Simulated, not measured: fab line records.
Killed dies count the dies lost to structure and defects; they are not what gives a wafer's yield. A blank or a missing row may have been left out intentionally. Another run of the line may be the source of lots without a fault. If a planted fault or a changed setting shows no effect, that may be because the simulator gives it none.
Chamber matching || flow n5Finfet || N5_BEOL_M2_STRIP_66 on rieDiel-04: 4 sister chambers
The step strips in CF4. 4 wafers are shown with their chamber, then 12 later ones without.

WAFERS PAIRED WITH THEIR CHAMBERS
{"wafer": "L087.5", "chamber": 2, "drypumpMotorCurrentA (A)": 5.5}
{"wafer": "L090.5", "chamber": 0, "drypumpMotorCurrentA (A)": 5.1}
{"wafer": "L095.1", "chamber": 3, "drypumpMotorCurrentA (A)": 5.8}
{"wafer": "L095.5", "chamber": 1, "drypumpMotorCurrentA (A)": 6.5}

WAFERS WITH NO CHAMBER GIVEN
{"wafer": "L092.1", "drypumpMotorCurrentA (A)": 5.8}
{"wafer": "L092.2", "drypumpMotorCurrentA (A)": 5.5}
{"wafer": "L092.3", "drypumpMotorCurrentA (A)": 5.1}
{"wafer": "L092.4", "drypumpMotorCurrentA (A)": 6.5}
{"wafer": "L092.5", "drypumpMotorCurrentA (A)": 5.8}
{"wafer": "L092.6", "drypumpMotorCurrentA (A)": 5.1}
{"wafer": "L094.1", "drypumpMotorCurrentA (A)": 5.4}
{"wafer": "L094.2", "drypumpMotorCurrentA (A)": 6.5}
{"wafer": "L094.3", "drypumpMotorCurrentA (A)": 5.9}
{"wafer": "L094.4", "drypumpMotorCurrentA (A)": 5.1}
{"wafer": "L094.5", "drypumpMotorCurrentA (A)": 5.9}
{"wafer": "L094.6", "drypumpMotorCurrentA (A)": 5.1}

WHICH CHAMBER EACH WENT THROUGH
{"wafer": "L092.1", "from the rows above": 3, "in truth": 3}
{"wafer": "L092.2", "from the rows above": 2, "in truth": 2}
{"wafer": "L092.3", "from the rows above": 0, "in truth": 0}
{"wafer": "L092.4", "from the rows above": 1, "in truth": 1}
{"wafer": "L092.5", "from the rows above": 3, "in truth": 3}
{"wafer": "L092.6", "from the rows above": 0, "in truth": 0}
{"wafer": "L094.1", "from the rows above": 2, "in truth": 2}
{"wafer": "L094.2", "from the rows above": 1, "in truth": 1}
{"wafer": "L094.3", "from the rows above": 3, "in truth": 3}
{"wafer": "L094.4", "from the rows above": 0, "in truth": 0}
{"wafer": "L094.5", "from the rows above": 3, "in truth": 3}
{"wafer": "L094.6", "from the rows above": 0, "in truth": 0}
12 of 12 placed correctly. Left unplaced by these rows: 0. Number placed wrongly: 0.
How it was worked out, from the rows above alone: a wafer's distance from a chamber is the root of the sum, over the readings, of the square of ((its reading less the chamber's mean) divided by the reading's scatter). If the next closest chamber is less than 2 further off than the closest, the wafer can't be placed; otherwise it belongs to the closest. The mean given for a chamber averages the wafers shown for that chamber. The scatter (one wafer shown for each chamber): square how far every hidden wafer sits from the nearest shown wafer, average those squares and take the square root.
